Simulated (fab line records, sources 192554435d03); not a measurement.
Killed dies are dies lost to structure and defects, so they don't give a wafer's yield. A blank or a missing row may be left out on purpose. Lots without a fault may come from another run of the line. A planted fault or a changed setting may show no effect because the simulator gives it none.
Split-lot experiment | flow n5_finfet | 7 lots, 21 wafers read, on a route of 1938 steps

THE SPLIT
At N5_PASSIVATION_EXPOSE_27 (exposes mask PAD, defocus 0 nm), the setting dose_mj was moved away from the recipe's 32.3 on 9 of the 21 wafers read, by -7.5% to +7.4%. The other wafers ran this setting at the recipe's value.

FROM THE SPLIT TO THE READING: what the file shows between them, 3 steps
- N5_PASSIVATION_PEB_28 (also split here: peb_time_s)
- N5_PASSIVATION_DEVELOP_29: develop time 60 s
- N5_PASSIVATION_HARDBAKE_31: time 120 s

THE READING
cd_nm, in nm, at N5_PASSIVATION_CD_MEAS_30 (target cd 4000 nm). Fault-free wafers of this fab line usually give 4000.2 nm, standard deviation 1.5 nm.

wafer  | tool, chamber at the split | dose_mj as run | against the recipe | cd_nm, nm | against lot-mates on the recipe
L083.1 | krf_scanner-01, 0          | 30.44          | -5.8%              | 3997.0    | -8.6
L083.2 | krf_scanner-01, 0          | 32.3           | recipe             | 4002.6    | -
L083.5 | krf_scanner-01, 0          | 32.3           | recipe             | 4008.7    | -
L082.2 | krf_scanner-02, 0          | 33.34          | +3.2%              | 4003.9    | +7.2
L082.3 | krf_scanner-02, 0          | 32.3           | recipe             | 3996.7    | -
L082.4 | krf_scanner-02, 0          | 33.34          | +3.2%              | 4004.9    | +8.2
L085.1 | krf_scanner-01, 0          | 34.69          | +7.4%              | 4012.6    | +19.0
L085.2 | krf_scanner-01, 0          | 32.3           | recipe             | 3993.6    | -
L085.4 | krf_scanner-01, 0          | 34.69          | +7.4%              | 4011.6    | +18.0
L089.3 | krf_scanner-01, 0          | 30.72          | -4.9%              | 3993.0    | -8.8
L089.4 | krf_scanner-01, 0          | 30.72          | -4.9%              | 3992.6    | -9.2
L089.5 | krf_scanner-01, 0          | 32.3           | recipe             | 4001.8    | -
L092.3 | krf_scanner-02, 0          | 33.32          | +3.2%              | 4012.1    | +8.9
L092.4 | krf_scanner-02, 0          | 32.3           | recipe             | 4005.5    | -
L092.6 | krf_scanner-02, 0          | 32.3           | recipe             | 4000.8    | -
L094.3 | krf_scanner-02, 0          | 32.3           | recipe             | 4001.4    | -
L094.4 | krf_scanner-02, 0          | 32.3           | recipe             | 4002.9    | -
L094.5 | krf_scanner-02, 0          | 29.89          | -7.5%              | 3987.3    | -14.8
L093.1 | krf_scanner-02, 0          | 32.3           | recipe             | 3998.9    | -
L093.2 | krf_scanner-02, 0          | 32.3           | recipe             | 3997.8    | -
L093.4 | krf_scanner-02, 0          | 32.3           | recipe             | 3999.0    | -

THE FIT
A straight line over all 21 wafers: cd_nm changes by +1.54 nm for each +1% of dose_mj; r = +0.85; the points scatter about the line by 3.6 nm.
The same after taking each lot's own level away (the mean of its wafers on the recipe; 21 wafers): +2.16 nm for each +1%; r = +0.98; scatter 1.8 nm.
On that fit, the largest move of dose_mj shifts the reading by 16 nm.
The lots' own levels span 3993.60 to 4005.65 nm, that is 8.0 times the standard deviation above.
So the lot-to-lot level changes the slope: the two fits differ.
Check: with one of the wafers moved furthest among these (-7.5%) left out of the fit, the line predicts -15.5 nm for it against its lot-mates. It came out at -14.8 nm against them.

OTHER SPLITS ON THESE WAFERS
These wafers also went through other splits before the reading. Each is held against what the fit with the lots' levels taken away leaves over:
other split on the same wafers        | wafers away from the commonest value | r with cd_nm (lot level and that fit taken away)
N5_BEOL_M15_DEVELOP_27 develop_time_s | 4                                    | -0.20
N5_MIM_TOP_LITHO_EXPOSE_05 dose_mj    | 10                                   | -0.04
N5_MIM_TOP_ETCH_PECVD_03 time_s       | 4                                    | +0.03
N5_PASSIVATION_PEB_28 peb_time_s      | as run: not given for these wafers   | -

THE FILE'S OWN FIT
cd_nm changes by +2.1 nm for each +1% of dose_mj, r = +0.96.
